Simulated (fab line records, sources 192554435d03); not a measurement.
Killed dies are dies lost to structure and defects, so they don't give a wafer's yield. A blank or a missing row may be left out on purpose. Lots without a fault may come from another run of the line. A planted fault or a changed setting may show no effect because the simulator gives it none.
fab line records | flow n5_finfet
record lots=5 wafers=15 last_day=18
route steps=1938 shown BEOL_M4@1076
lots that met no fault: from a run of the same line without faults
start_h: hours from the record's first day to the start of the lot's first wafer shown | wait_h: hours since the lot's step before | " the same as in the row above | L1.1+2: a row that stands for several wafers | - no value, or no start given | * or withheld: withheld | < > ~ a bound
route shown NAME@n: a module of which the file shows steps, and the number in the route of the first | usual: mean/standard deviation of fault-free wafers | same: alike in all rows | chamber/n: place in a boat | sites: the reading at each site | _std_site: their standard deviation | _edge_site: outer sites' mean less inner sites' | radius_mm: how far each site lies from the wafer's centre | mask NAME#n: copy n | behind: the tool/chamber that last shaped the wafer | hold: why the lot was held/for how many hours/how that ended | device: the transistor (n, p or np) that didn't switch | end of line: the same wafers' tests at the end of the route | a step without rows: its recipe alone | killed: dies lost to structure and defects at the first sort, not the wafer's yield | map: a wafer's dies, x killed, . not, _ none there
set.NAME: the setting as run; set.NAME@STEP: as run at that earlier step | model.NAME: the simulator's own value behind a step, which no gauge read
lots at some steps of the route; a table a step, a row a wafer
services: from which hour (start_h, from the record's first day; less than 0 if before it) a tool's chamber was out of use, for how many hours, and why
## steps
# step N5_BEOL_M4_PRECLEAN_42
# recipe chemistry=residue_remover time_s=60 temp_c=40
# usual temp_c=39.99/0.11
# columns lot.wafer tool chamber start_h wait_h temp_c
L081.2 wet_bench-03 6 213.83 0.0 39.99
L081.4 " 1 " " 39.92
L081.5 " 2 " " 39.88
L089.1 wet_bench-01 2 262.46 0.0 40.15
L089.2 " 5 " " 40.06
L089.5 " 7 " " 40.01
L088.2 wet_bench-03 0 263.87 0.0 40.15
L088.4 " 6 " " 39.94
L088.5 " 7 " " 39.99
L093.1 wet_bench-04 6 271.23 0.0 39.99
L093.3 " 0 " " 40.33
L093.6 " 4 " " 39.96
L094.1 wet_bench-01 5 304.58 0.0 39.86
L094.2 " 2 " " 39.99
L094.6 " 0 " " 39.96
# step N5_BEOL_M4_SRD_43
# recipe time_s=30 temp_c=23 rinse_liquid=diw dry=ipa_marangoni
# usual temp_c=23.00/0.11
# columns lot.wafer tool chamber start_h wait_h temp_c
L081.2 wet_bench-03 6 213.85 0.0 23.10
L081.4 " 1 " " 22.98
L081.5 " 2 " " 22.97
L089.1 wet_bench-01 2 262.48 0.0 22.83
L089.2 " 5 " " 22.86
L089.5 " 7 " " 23.10
L088.2 wet_bench-03 0 263.89 0.0 23.08
L088.4 " 6 " " 23.11
L088.5 " 7 " " 23.10
L093.1 wet_bench-04 6 271.25 0.0 22.85
L093.3 " 0 " " 22.97
L093.6 " 4 " " 22.97
L094.1 wet_bench-01 5 304.60 0.0 23.07
L094.2 " 2 " " 22.97
L094.6 " 0 " " 23.11
# step N5_BEOL_M4_CD_MEAS_35
# recipe target_cd_nm=18 target_cd_y_nm=22.4 polarity=opening
# usual cd_nm=18.1/0.34
# columns lot.wafer tool chamber start_h wait_h cd_nm
L081.2 cd_sem-02 - 213.89 0.0 17.5
L081.4 " - " " 18.3
L081.5 " - " " 18.1
L089.1 cd_sem-01 - 262.52 0.0 18.1
L089.2 " - " " 18.4
L089.5 " - " " 18.1
L088.2 cd_sem-02 - 263.93 0.0 18.1
L088.4 " - " " 18.5
L088.5 " - " " 18.2
L093.1 cd_sem-03 - 271.29 0.0 17.6
L093.3 " - " " 18.2
L093.6 " - " " 17.3
L094.1 cd_sem-01 - 304.64 0.0 18.1
L094.2 " - " " 18.1
L094.6 " - " " 17.9
# step N5_BEOL_M4_DEGAS_44
# recipe ambient=vacuum temp_c=250 time_s=60
# usual heater_power_w=328/29
# columns lot.wafer tool chamber start_h wait_h heater_power_w
L081.2 pvd_sputter-02 - 214.08 0.2 327
L081.4 " - " " 317
L081.5 " - " " 329
L089.1 pvd_sputter-03 - 262.84 0.3 307
L089.2 " - " " 353
L089.5 " - " " 361
L088.2 pvd_sputter-01 - 264.84 0.9 354
L088.4 " - " " 307
L088.5 " - " " 302
L093.1 pvd_sputter-02 - 271.60 0.3 323
L093.3 " - " " 285
L093.6 " - " " 282
L094.1 pvd_sputter-01 - 305.04 0.4 341
L094.2 " - " " 355
L094.6 " - " " 326
# step N5_BEOL_M4_PRE_CLEAN_45
# recipe gas=H2/He time_s=30 temp_c=250
# usual heater_power_w=328/29
# columns lot.wafer tool chamber start_h wait_h heater_power_w
L081.2 pvd_sputter-02 - 214.12 0.0 327
L081.4 " - " " 317
L081.5 " - " " 333
L089.1 pvd_sputter-03 - 262.88 0.0 301
L089.2 " - " " 349
L089.5 " - " " 362
L088.2 pvd_sputter-01 - 264.88 0.0 356
L088.4 " - " " 303
L088.5 " - " " 298
L093.1 pvd_sputter-02 - 271.64 0.0 311
L093.3 " - " " 285
L093.6 " - " " 292
L094.1 pvd_sputter-01 - 305.08 0.0 340
L094.2 " - " " 355
L094.6 " - " " 317
# step N5_BEOL_M4_ALD_84
# recipe material=TaN target_thk_a=* temp_c=275 ald_precursor_family=PDMAT ald_co_reactant=NH3 pressure_torr=3 carrier_flow_sccm=1500 pulse_time_s=2 purge_time_s=3 co_reactant_purge_time_s=2 co_reactant_pulse_time_s=3 ald_cycles=30 precursor_vessel_temp_c=75 precursor_vessel_pressure_torr=26.25 precursor_vessel_carrier_sccm=1000
# usual heater_power_w=410/37 precursor_vessel_temp_c=74.98/0.12
# same pulse_time_s=2
# columns lot.wafer tool chamber start_h wait_h heater_power_w precursor_vessel_temp_c
L081.2 ald_metal-01 2 214.18 0.0 377 75.04
L081.4 " 1 " " 391 74.99
L081.5 " 1 " " 389 74.91
L089.1 ald_metal-03 1 262.97 0.1 390 74.98
L089.2 " 2 " " 425 74.83
L089.5 " 2 " " 431 74.87
L088.2 ald_metal-01 2 265.06 0.2 381 74.93
L088.4 " 3 " " 446 74.95
L088.5 " 1 " " 387 75.05
L093.1 ald_metal-03 3 271.70 0.0 366 75.11
L093.3 " 0 " " 353 75.00
L093.6 " 3 " " 372 75.18
L094.1 ald_metal-01 2 305.14 0.0 388 75.05
L094.2 " 3 " " 459 74.96
L094.6 " 0 " " 458 75.03
# step N5_BEOL_M4_SURFACE_TREAT_85
# recipe gas=Ar time_s=* ion_energy_ev=* ion_current_ma_cm2=0.5 pressure_mtorr=* ar_flow_sccm=30
# usual throttle_valve_pct=*
# columns lot.wafer tool chamber start_h wait_h throttle_valve_pct
L081.2 pvd_sputter-03 - 214.42 0.1 *
L081.4 " - " " *
L081.5 " - " " *
L089.1 pvd_sputter-03 - 264.76 1.7 *
L089.2 " - " " *
L089.5 " - " " *
L088.2 pvd_sputter-01 - 265.40 0.2 *
L088.4 " - " " *
L088.5 " - " " *
L093.1 pvd_sputter-03 - 271.94 0.1 *
L093.3 " - " " *
L093.6 " - " " *
L094.1 pvd_sputter-02 - 305.38 0.1 *
L094.2 " - " " *
L094.6 " - " " *
# step N5_BEOL_M4_CVD_47
# recipe material=Co target_thk_a=30 temp_c=withheld precursor=CCTBA/H2 pressure_torr=30 time_s=223.8
# columns lot.wafer tool chamber start_h wait_h
L081.2+4+5 cvd_co-02 2,0,1 214.53 0.1
L089.1+2+5 cvd_co-01 2,1,2 264.87 0.1
L088.2+4+5 cvd_co-01 2,1,2 265.47 0.1
L093.1+3+6 cvd_co-01 2,0,0 272.02 0.1
L094.1+2+6 cvd_co-02 1,0,2 305.44 0.0
# step N5_BEOL_M4_SPUTTER_48
# recipe material=Cu target_thk_a=45 temp_c=-20 chamber_pressure_pa=0.07 power_w=withheld time_s=8.29
# usual throttle_valve_pct=30.1/0.95
# columns lot.wafer tool chamber start_h wait_h throttle_valve_pct
L081.2 pvd_sputter-01 - 214.71 0.1 31.1
L081.4 " - " " 30.0
L081.5 " - " " 28.7
L089.1 pvd_sputter-03 - 265.06 0.1 29.3
L089.2 " - " " 30.2
L089.5 " - " " 29.7
L088.2 pvd_sputter-01 - 265.70 0.2 29.0
L088.4 " - " " 30.7
L088.5 " - " " 29.9
L093.1 pvd_sputter-03 - 272.20 0.1 28.3
L093.3 " - " " 29.6
L093.6 " - " " 28.4
L094.1 pvd_sputter-02 - 305.64 0.1 29.3
L094.2 " - " " 30.9
L094.6 " - " " 31.8
# step N5_BEOL_M4_ANNEAL_49
# recipe temp_c=400 time_s=240 ambient=vacuum
# usual heater_power_w=822/76 susceptor_temp_C_max=400.9/0.35
# columns lot.wafer tool chamber start_h wait_h heater_power_w susceptor_temp_C_max
L081.2 pvd_sputter-01 - 214.79 0.0 871 400.8
L081.4 " - " " 814 400.8
L081.5 " - " " 795 400.8
L089.1 pvd_sputter-03 - 265.14 0.0 998 401.4
L089.2 " - " " 773 400.6
L089.5 " - " " 901 401.3
L088.2 pvd_sputter-01 - 265.78 0.0 775 400.7
L088.4 " - " " 742 400.8
L088.5 " - " " 855 400.8
L093.1 pvd_sputter-03 - 272.28 0.0 783 401.3
L093.3 " - " " 873 401.0
L093.6 " - " " 801 400.5
L094.1 pvd_sputter-02 - 305.72 0.0 822 400.7
L094.2 " - " " 867 401.0
L094.6 " - " " 779 401.0
# step N5_BEOL_M4_SPUTTER_79
# recipe material=Cu target_thk_a=45 temp_c=-20 chamber_pressure_pa=0.07 power_w=withheld time_s=8.29
# usual throttle_valve_pct=30.1/0.93
# columns lot.wafer tool chamber start_h wait_h throttle_valve_pct
L081.2 pvd_sputter-01 - 214.93 0.1 31.0
L081.4 " - " " 30.0
L081.5 " - " " 29.1
L089.1 pvd_sputter-03 - 265.28 0.1 29.3
L089.2 " - " " 30.0
L089.5 " - " " 29.8
L088.2 pvd_sputter-01 - 265.92 0.1 29.0
L088.4 " - " " 30.5
L088.5 " - " " 29.9
L093.1 pvd_sputter-03 - 272.42 0.1 28.1
L093.3 " - " " 29.7
L093.6 " - " " 28.4
L094.1 pvd_sputter-02 - 305.86 0.1 29.3
L094.2 " - " " 30.6
L094.6 " - " " 31.5
# step N5_BEOL_M4_ANNEAL_80
# recipe temp_c=400 time_s=240 ambient=vacuum
# usual heater_power_w=820/76 susceptor_temp_C_max=400.9/0.38
# columns lot.wafer tool chamber start_h wait_h heater_power_w susceptor_temp_C_max
L081.2 pvd_sputter-01 - 215.01 0.0 881 401.0
L081.4 " - " " 859 401.6
L081.5 " - " " 779 400.2
L089.1 pvd_sputter-03 - 265.36 0.0 999 401.3
L089.2 " - " " 760 401.2
L089.5 " - " " 882 400.8
L088.2 pvd_sputter-01 - 266.00 0.0 808 400.8
L088.4 " - " " 753 400.9
L088.5 " - " " 871 401.2
L093.1 pvd_sputter-03 - 272.50 0.0 783 400.6
L093.3 " - " " 889 401.0
L093.6 " - " " 788 400.4
L094.1 pvd_sputter-02 - 305.94 0.0 819 400.7
L094.2 " - " " 842 400.7
L094.6 " - " " 785 400.6
# step N5_BEOL_M4_SPUTTER_81
# recipe material=Cu target_thk_a=45 temp_c=-20 chamber_pressure_pa=0.07 power_w=withheld time_s=8.29
# usual throttle_valve_pct=30.1/0.93
# columns lot.wafer tool chamber start_h wait_h throttle_valve_pct
L081.2 pvd_sputter-01 - 215.15 0.1 31.4
L081.4 " - " " 29.9
L081.5 " - " " 28.9
L089.1 pvd_sputter-03 - 265.50 0.1 29.6
L089.2 " - " " 30.3
L089.5 " - " " 29.9
L088.2 pvd_sputter-01 - 266.14 0.1 29.0
L088.4 " - " " 30.6
L088.5 " - " " 30.0
L093.1 pvd_sputter-03 - 272.64 0.1 28.1
L093.3 " - " " 29.5
L093.6 " - " " 28.4
L094.1 pvd_sputter-02 - 306.08 0.1 29.4
L094.2 " - " " 30.4
L094.6 " - " " 31.7
# step N5_BEOL_M4_ANNEAL_82
# recipe temp_c=400 time_s=240 ambient=vacuum
# usual heater_power_w=822/77 susceptor_temp_C_max=400.9/0.35
# columns lot.wafer tool chamber start_h wait_h heater_power_w susceptor_temp_C_max
L081.2 pvd_sputter-01 - 215.23 0.0 865 401.0
L081.4 " - " " 838 401.1
L081.5 " - " " 807 400.6
L089.1 pvd_sputter-03 - 265.58 0.0 998 401.4
L089.2 " - " " 769 400.7
L089.5 " - " " 871 401.0
L088.2 pvd_sputter-01 - 266.22 0.0 785 400.9
L088.4 " - " " 740 401.0
L088.5 " - " " 852 400.9
L093.1 pvd_sputter-03 - 272.72 0.0 808 401.1
L093.3 " - " " 883 400.9
L093.6 " - " " 809 400.8
L094.1 pvd_sputter-02 - 306.16 0.0 826 400.9
L094.2 " - " " 856 400.9
L094.6 " - " " 780 400.9
# step N5_BEOL_M4_SPUTTER_86
# recipe material=Cu target_thk_a=45 temp_c=-20 chamber_pressure_pa=0.07 power_w=withheld time_s=8.29
# usual throttle_valve_pct=30.0/0.95
# columns lot.wafer tool chamber start_h wait_h throttle_valve_pct
L081.2 pvd_sputter-01 - 215.37 0.1 31.2
L081.4 " - " " 29.8
L081.5 " - " " 28.8
L089.1 pvd_sputter-03 - 265.72 0.1 29.2
L089.2 " - " " 30.0
L089.5 " - " " 29.7
L088.2 pvd_sputter-01 - 266.36 0.1 28.8
L088.4 " - " " 30.6
L088.5 " - " " 29.9
L093.1 pvd_sputter-03 - 272.86 0.1 28.2
L093.3 " - " " 29.6
L093.6 " - " " 28.1
L094.1 pvd_sputter-02 - 306.30 0.1 29.1
L094.2 " - " " 30.5
L094.6 " - " " 31.5
# step N5_BEOL_M4_ANNEAL_87
# recipe temp_c=400 time_s=240 ambient=vacuum
# usual heater_power_w=823/77 susceptor_temp_C_max=400.9/0.37
# columns lot.wafer tool chamber start_h wait_h heater_power_w susceptor_temp_C_max
L081.2 pvd_sputter-01 - 215.45 0.0 887 400.7
L081.4 " - " " 866 400.8
L081.5 " - " " 775 400.9
L089.1 pvd_sputter-03 - 265.80 0.0 1011 401.4
L089.2 " - " " 755 400.7
L089.5 " - " " 878 400.9
L088.2 pvd_sputter-01 - 266.44 0.0 800 400.5
L088.4 " - " " 747 400.4
L088.5 " - " " 845 401.4
L093.1 pvd_sputter-03 - 272.94 0.0 772 400.9
L093.3 " - " " 883 400.9
L093.6 " - " " 771 401.3
L094.1 pvd_sputter-02 - 306.38 0.0 832 401.1
L094.2 " - " " 847 400.5
L094.6 " - " " 779 400.7
# step N5_BEOL_M4_SPUTTER_88
# recipe material=Cu target_thk_a=45 temp_c=-20 chamber_pressure_pa=0.07 power_w=withheld time_s=8.29
# usual throttle_valve_pct=30.1/0.93
# columns lot.wafer tool chamber start_h wait_h throttle_valve_pct
L081.2 pvd_sputter-01 - 215.59 0.1 31.3
L081.4 " - " " 29.8
L081.5 " - " " 28.7
L089.1 pvd_sputter-03 - 265.94 0.1 29.2
L089.2 " - " " 30.1
L089.5 " - " " 29.6
L088.2 pvd_sputter-01 - 266.58 0.1 28.9
L088.4 " - " " 30.7
L088.5 " - " " 29.7
L093.1 pvd_sputter-03 - 273.08 0.1 28.3
L093.3 " - " " 29.8
L093.6 " - " " 28.2
L094.1 pvd_sputter-02 - 306.52 0.1 29.4
L094.2 " - " " 30.8
L094.6 " - " " 31.9
# step N5_BEOL_M4_ANNEAL_89
# recipe temp_c=400 time_s=240 ambient=vacuum
# usual heater_power_w=821/77 susceptor_temp_C_max=400.9/0.34
# columns lot.wafer tool chamber start_h wait_h heater_power_w susceptor_temp_C_max
L081.2 pvd_sputter-01 - 215.67 0.0 898 400.7
L081.4 " - " " 855 401.3
L081.5 " - " " 803 400.5
L089.1 pvd_sputter-03 - 266.02 0.0 1001 401.7
L089.2 " - " " 740 400.8
L089.5 " - " " 858 400.7
L088.2 pvd_sputter-01 - 266.66 0.0 769 400.5
L088.4 " - " " 751 400.8
L088.5 " - " " 865 401.2
L093.1 pvd_sputter-03 - 273.16 0.0 779 400.6
L093.3 " - " " 890 401.2
L093.6 " - " " 789 400.5
L094.1 pvd_sputter-02 - 306.60 0.0 813 401.4
L094.2 " - " " 871 401.1
L094.6 " - " " 796 401.1
# step N5_BEOL_M4_SPUTTER_90
# recipe material=Cu target_thk_a=45 temp_c=-20 chamber_pressure_pa=0.07 power_w=withheld time_s=8.29
# usual throttle_valve_pct=30.1/0.95
# columns lot.wafer tool chamber start_h wait_h throttle_valve_pct
L081.2 pvd_sputter-01 - 215.81 0.1 31.0
L081.4 " - " " 30.0
L081.5 " - " " 28.9
L089.1 pvd_sputter-03 - 266.16 0.1 29.5
L089.2 " - " " 30.1
L089.5 " - " " 29.9
L088.2 pvd_sputter-01 - 266.80 0.1 29.1
L088.4 " - " " 30.7
L088.5 " - " " 29.9
L093.1 pvd_sputter-03 - 273.30 0.1 28.2
L093.3 " - " " 29.7
L093.6 " - " " 28.1
L094.1 pvd_sputter-02 - 306.74 0.1 29.4
L094.2 " - " " 30.6
L094.6 " - " " 31.5
# step N5_BEOL_M4_ANNEAL_91
# recipe temp_c=400 time_s=240 ambient=vacuum
# usual heater_power_w=822/78 susceptor_temp_C_max=400.9/0.43
# columns lot.wafer tool chamber start_h wait_h heater_power_w susceptor_temp_C_max
L081.2 pvd_sputter-01 - 215.89 0.0 870 400.9
L081.4 " - " " 830 401.7
L081.5 " - " " 789 400.7
L089.1 pvd_sputter-03 - 266.24 0.0 993 402.8
L089.2 " - " " 753 401.2
L089.5 " - " " 894 400.5
L088.2 pvd_sputter-01 - 266.88 0.0 782 400.3
L088.4 " - " " 730 400.9
L088.5 " - " " 848 401.2
L093.1 pvd_sputter-03 - 273.38 0.0 757 401.0
L093.3 " - " " 878 400.6
L093.6 " - " " 775 400.7
L094.1 pvd_sputter-02 - 306.82 0.0 828 400.9
L094.2 " - " " 856 401.3
L094.6 " - " " 801 400.5
# step N5_BEOL_M4_SPUTTER_92
# recipe material=Cu target_thk_a=45 temp_c=-20 chamber_pressure_pa=0.07 power_w=withheld time_s=8.29
# usual throttle_valve_pct=30.1/0.94
# columns lot.wafer tool chamber start_h wait_h throttle_valve_pct
L081.2 pvd_sputter-01 - 216.03 0.1 31.3
L081.4 " - " " 29.9
L081.5 " - " " 29.2
L089.1 pvd_sputter-03 - 266.38 0.1 29.3
L089.2 " - " " 30.1
L089.5 " - " " 29.8
L088.2 pvd_sputter-01 - 267.02 0.1 29.1
L088.4 " - " " 30.6
L088.5 " - " " 29.7
L093.1 pvd_sputter-03 - 273.52 0.1 28.1
L093.3 " - " " 29.5
L093.6 " - " " 28.2
L094.1 pvd_sputter-02 - 306.96 0.1 29.2
L094.2 " - " " 30.7
L094.6 " - " " 32.0
# step N5_BEOL_M4_ANNEAL_93
# recipe temp_c=400 time_s=240 ambient=vacuum
# usual heater_power_w=822/77 susceptor_temp_C_max=401.0/0.35
# columns lot.wafer tool chamber start_h wait_h heater_power_w susceptor_temp_C_max
L081.2 pvd_sputter-01 - 216.11 0.0 896 400.9
L081.4 " - " " 840 401.2
L081.5 " - " " 767 400.3
L089.1 pvd_sputter-03 - 266.46 0.0 1034 402.0
L089.2 " - " " 776 400.7
L089.5 " - " " 862 400.9
L088.2 pvd_sputter-01 - 267.10 0.0 785 400.6
L088.4 " - " " 756 400.4
L088.5 " - " " 842 401.1
L093.1 pvd_sputter-03 - 273.60 0.0 772 400.9
L093.3 " - " " 892 401.3
L093.6 " - " " 781 400.9
L094.1 pvd_sputter-02 - 307.04 0.0 818 401.0
L094.2 " - " " 848 400.7
L094.6 " - " " 793 400.9
# step N5_BEOL_M4_SPUTTER_94
# recipe material=Cu target_thk_a=45 temp_c=-20 chamber_pressure_pa=0.07 power_w=withheld time_s=8.29
# usual throttle_valve_pct=30.1/0.95
# columns lot.wafer tool chamber start_h wait_h throttle_valve_pct
L081.2 pvd_sputter-01 - 216.25 0.1 31.1
L081.4 " - " " 29.9
L081.5 " - " " 29.0
L089.1 pvd_sputter-03 - 266.60 0.1 29.5
L089.2 " - " " 30.0
L089.5 " - " " 29.9
L088.2 pvd_sputter-01 - 267.24 0.1 28.8
L088.4 " - " " 30.5
L088.5 " - " " 29.9
L093.1 pvd_sputter-03 - 273.74 0.1 28.4
L093.3 " - " " 29.5
L093.6 " - " " 28.3
L094.1 pvd_sputter-02 - 307.18 0.1 29.6
L094.2 " - " " 30.7
L094.6 " - " " 31.7
# step N5_BEOL_M4_ANNEAL_95
# recipe temp_c=400 time_s=240 ambient=vacuum
# usual heater_power_w=824/76 susceptor_temp_C_max=401.0/0.38
# columns lot.wafer tool chamber start_h wait_h heater_power_w susceptor_temp_C_max
L081.2 pvd_sputter-01 - 216.33 0.0 862 400.9
L081.4 " - " " 820 401.3
L081.5 " - " " 803 400.3
L089.1 pvd_sputter-03 - 266.68 0.0 1022 401.2
L089.2 " - " " 765 400.5
L089.5 " - " " 887 400.6
L088.2 pvd_sputter-01 - 267.32 0.0 786 400.5
L088.4 " - " " 756 400.6
L088.5 " - " " 822 401.5
L093.1 pvd_sputter-03 - 273.82 0.0 789 401.2
L093.3 " - " " 877 401.4
L093.6 " - " " 799 401.3
L094.1 pvd_sputter-02 - 307.26 0.0 820 400.7
L094.2 " - " " 866 401.0
L094.6 " - " " 788 401.4
# step N5_BEOL_M4_SPUTTER_96
# recipe material=Cu target_thk_a=45 temp_c=-20 chamber_pressure_pa=0.07 power_w=withheld time_s=8.29
# usual throttle_valve_pct=30.1/0.95
# columns lot.wafer tool chamber start_h wait_h throttle_valve_pct
L081.2 pvd_sputter-01 - 216.47 0.1 31.3
L081.4 " - " " 29.9
L081.5 " - " " 29.0
L089.1 pvd_sputter-03 - 266.82 0.1 29.4
L089.2 " - " " 30.0
L089.5 " - " " 29.6
L088.2 pvd_sputter-01 - 267.46 0.1 28.9
L088.4 " - " " 30.5
L088.5 " - " " 30.0
L093.1 pvd_sputter-03 - 273.96 0.1 28.3
L093.3 " - " " 29.9
L093.6 " - " " 28.2
L094.1 pvd_sputter-02 - 307.40 0.1 29.3
L094.2 " - " " 30.7
L094.6 " - " " 31.6
# step N5_BEOL_M4_ECD_50
# recipe material=Cu target_thk_a=3000
# columns lot.wafer tool chamber start_h wait_h
L081.2+4+5 ecd_cu-01 0,1,0 216.59 0.1
L089.1+2+5 ecd_cu-02 1,0,0 266.94 0.1
L088.2+4+5 ecd_cu-02 0,1,0 267.57 0.1
L093.1+3+6 ecd_cu-01 1,0,1 274.08 0.1
L094.1+2+6 ecd_cu-02 0,1,0 307.52 0.1
# step N5_BEOL_M4_ANNEAL_51
# recipe temp_c=225 time_s=90 ambient=N2
# usual anneal_temp_c_max=226.4/0.35 wafer_temp_C_max=225.88/0.24
# columns lot.wafer tool chamber start_h wait_h anneal_temp_c_max wafer_temp_C_max
L081.2 rtp_anneal-01 0 216.71 0.1 226.5 226.19
L081.4 " 0 " " 226.8 226.14
L081.5 " 0 " " 226.8 226.42
L089.1 rtp_anneal-02 0 267.01 0.1 226.9 225.96
L089.2 " 0 " " 226.7 226.24
L089.5 " 0 " " 226.3 226.30
L088.2 rtp_anneal-01 0 267.74 0.2 226.1 226.12
L088.4 " 0 " " 226.3 225.98
L088.5 " 0 " " 226.2 225.88
L093.1 rtp_anneal-02 0 274.17 0.1 226.5 225.55
L093.3 " 0 " " 226.8 225.99
L093.6 " 0 " " 227.0 225.87
L094.1 rtp_anneal-02 0 307.59 0.1 225.9 226.07
L094.2 " 0 " " 226.3 225.62
L094.6 " 0 " " 226.8 225.70
# step N5_BEOL_M4_CMP_52
# recipe stop_on=SiOC t_overpolish_s=6.8 down_force_psi=1 platen_rpm=50 clearing_platen_down_force_psi=1.5 clearing_platen_rpm=50 post_cmp_clean=cu_alkaline target_thk_nm=40 clearing_platen_pad_velocity_m_s=0.99484 pad_velocity_m_s=0.99484
# usual barrier_field_endpoint_s=24.7/0.66 motor_current_A=6.2/0.53 overpolish_run_s=6.799/0.0096 time_to_endpoint_s=62/3.3
# columns lot.wafer tool chamber start_h wait_h barrier_field_endpoint_s motor_current_A overpolish_run_s time_to_endpoint_s
L081.4 cmp-04 2 217.00 0.2 25.0 5.6 6.808 66
L081.2 " 3 " " 25.6 5.5 6.790 63
L081.5 " 2 " " 25.3 5.3 6.798 66
L089.2 cmp-01 1 267.35 0.2 25.4 6.5 6.792 64
L089.1 " 2 " " 25.6 5.5 6.783 68
L089.5 " 1 " " 25.0 6.6 6.812 66
L088.2 cmp-02 2 268.26 0.4 24.9 6.5 6.803 60
L088.4 " 0 " " 24.7 6.7 6.793 61
L088.5 " 1 " " 25.0 5.9 6.804 60
L093.3 cmp-01 3 274.48 0.2 24.5 6.1 6.803 63
L093.1 " 0 " " 24.3 6.4 6.789 61
L093.6 " 0 " " 24.0 6.4 6.803 59
L094.1 cmp-02 2 308.32 0.7 23.8 6.6 6.799 61
L094.2 " 0 " " 24.3 7.1 6.814 61
L094.6 " 3 " " 24.9 6.5 6.798 64
# step N5_BEOL_M4_THK_MEAS_53
# recipe thk_meas_gauge=xrf reads=Cu_of_BEOL_M4_ECD_50
# usual M4_THK=39.5/1.4
# columns lot.wafer tool chamber start_h wait_h M4_THK[nm]
L081.2 film_metro-02 - 217.26 - 38.7
L081.4 " - " " 42.6
L081.5 " - " " 39.0
L089.1 film_metro-01 - 267.61 - 42.7
L089.2 " - " " 39.2
L089.5 " - " " 39.6
L088.2 film_metro-01 - 268.51 - 35.9
L088.4 " - " " 39.3
L088.5 " - " " 39.0
L093.1 film_metro-02 - 274.78 - 38.2
L093.3 " - " " 40.8
L093.6 " - " " 39.8
L094.1 film_metro-01 - 308.61 - 38.8
L094.2 " - " " 39.9
L094.6 " - " " 40.3
# step N5_BEOL_M4_PRE_CLEAN_60
# recipe gas=NH3/H2 time_s=15 temp_c=* rf_power_w=300
# usual heater_power_w=77/8.5
# columns lot.wafer tool chamber start_h wait_h heater_power_w
L081.2 cvd_co-01 0 217.40 0.1 83
L081.4 " 1 " " 63
L081.5 " 2 " " 76
L089.1 cvd_co-01 1 267.64 0.0 63
L089.2 " 2 " " 79
L089.5 " 1 " " 64
L088.2 cvd_co-02 2 268.55 0.0 89
L088.4 " 0 " " 71
L088.5 " 2 " " 86
L093.1 cvd_co-02 1 274.82 0.0 79
L093.3 " 0 " " 72
L093.6 " 2 " " 90
L094.1 cvd_co-02 2 308.65 0.0 89
L094.2 " 0 " " 71
L094.6 " 2 " " 90
# step N5_BEOL_M4_CO_CAP_55
# recipe material=Co target_thk_a=20 temp_c=200 precursor=CCTBA/H2 pressure_torr=30 time_s=102.1
# usual heater_power_w=226/11
# columns lot.wafer tool chamber start_h wait_h heater_power_w
L081.2 cvd_co-01 0 217.44 0.0 238
L081.4 " 1 " " 206
L081.5 " 2 " " 229
L089.1 cvd_co-01 1 267.68 0.0 203
L089.2 " 2 " " 221
L089.5 " 1 " " 210
L088.2 cvd_co-02 2 268.59 0.0 237
L088.4 " 0 " " 217
L088.5 " 2 " " 239
L093.1 cvd_co-02 1 274.86 0.0 229
L093.3 " 0 " " 216
L093.6 " 2 " " 243
L094.1 cvd_co-02 2 308.69 0.0 242
L094.2 " 0 " " 215
L094.6 " 2 " " 242
# step N5_BEOL_M4_PRE_CLEAN_56
# recipe gas=NH3 time_s=15 temp_c=withheld rf_power_w=300
# columns lot.wafer tool chamber start_h wait_h
L081.2+4+5 pecvd-01 1,1,2 217.54 0.1
L089.1+2+5 pecvd-04 2,0,2 267.79 0.1
L088.2+4+5 pecvd-03 2,1,1 268.68 0.1
L093.1+3+6 pecvd-03 1,1,2 274.95 0.1
L094.1+2+6 pecvd-04 0,2,2 308.78 0.1
# step N5_BEOL_M4_DEP_57
# recipe material=SiCN target_thk_a=80 temp_c=withheld precursor=3MS/NH3 pressure_torr=3 rf_w=202 time_s=14
# usual showerhead_plenum_p_Torr=3.667/0.015 throttle_valve_pct=8.8/0.38
# columns lot.wafer tool chamber start_h wait_h showerhead_plenum_p_Torr throttle_valve_pct
L081.2 pecvd-01 1 217.56 0.0 3.665 9.4
L081.4 " 1 " " 3.666 9.5
L081.5 " 2 " " 3.666 8.4
L089.1 pecvd-04 2 267.83 0.0 3.678 8.5
L089.2 " 0 " " 3.691 8.3
L089.5 " 2 " " 3.669 8.7
L088.2 pecvd-03 2 268.72 0.0 3.671 8.5
L088.4 " 1 " " 3.644 8.6
L088.5 " 1 " " 3.638 9.0
L093.1 pecvd-03 1 274.99 0.0 3.641 8.9
L093.3 " 1 " " 3.642 8.8
L093.6 " 2 " " 3.677 8.3
L094.1 pecvd-04 0 308.81 0.0 3.694 8.7
L094.2 " 2 " " 3.675 8.6
L094.6 " 2 " " 3.679 8.5
# step N5_BEOL_M4_RS_MEAS_58
# recipe thk_meas_gauge=four-point-probe reads=Co_of_BEOL_M4_CO_CAP_55+Cu_of_BEOL_M4_ECD_50+Co_of_BEOL_M4_CVD_47+TaN_of_BEOL_M4_ALD_84
# usual M4_RS=0.675/0.029
# columns lot.wafer tool chamber start_h wait_h M4_RS[ohm/sq]
L081.2 film_metro-01 - 217.63 0.1 0.694
L081.4 " - " " 0.621
L081.5 " - " " 0.693
L089.1 film_metro-01 - 267.91 0.1 0.605
L089.2 " - " " 0.673
L089.5 " - " " 0.671
L088.2 film_metro-02 - 268.80 0.1 0.756
L088.4 " - " " 0.669
L088.5 " - " " 0.676
L093.1 film_metro-01 - 275.07 0.1 0.718
L093.3 " - " " 0.662
L093.6 " - " " 0.680
L094.1 film_metro-02 - 308.87 0.0 0.682
L094.2 " - " " 0.657
L094.6 " - " " 0.647
## services
# columns tool chamber start_h hours kind
cmp-01 - 192.95 5.0 pm
cmp-02 - 197.13 4.0 pm
cmp-01 - 208.40 13.1 pm
ecd_cu-02 - 216.37 0.9 repair
cmp-02 - 216.47 0.3 repair
cmp-01 - 228.56 6.6 pm
cvd_co-01 2 231.13 12.4 repair
pecvd-04 2 233.81 14.8 repair
pecvd-04 - 237.05 0.8 repair
wet_bench-01 - 239.10 12.6 repair
pecvd-03 - 255.45 3.2 repair
ecd_cu-02 - 259.33 1.6 repair
cmp-01 - 263.20 0.5 repair
pecvd-03 0 264.70 12.5 repair
pecvd-04 - 264.72 2.1 repair
pvd_sputter-01 - 272.12 7.8 repair
pecvd-03 0 286.79 6.2 repair
pecvd-03 1 289.53 4.4 repair
cmp-01 - 295.25 2.0 repair
cmp-02 - 296.23 6.5 repair
ald_metal-01 - 298.52 1.6 repair
ald_metal-03 - 303.01 6.0 pm
cmp-01 - 306.26 4.0 pm
cmp-04 - 306.53 4.0 pm
## key
fault none
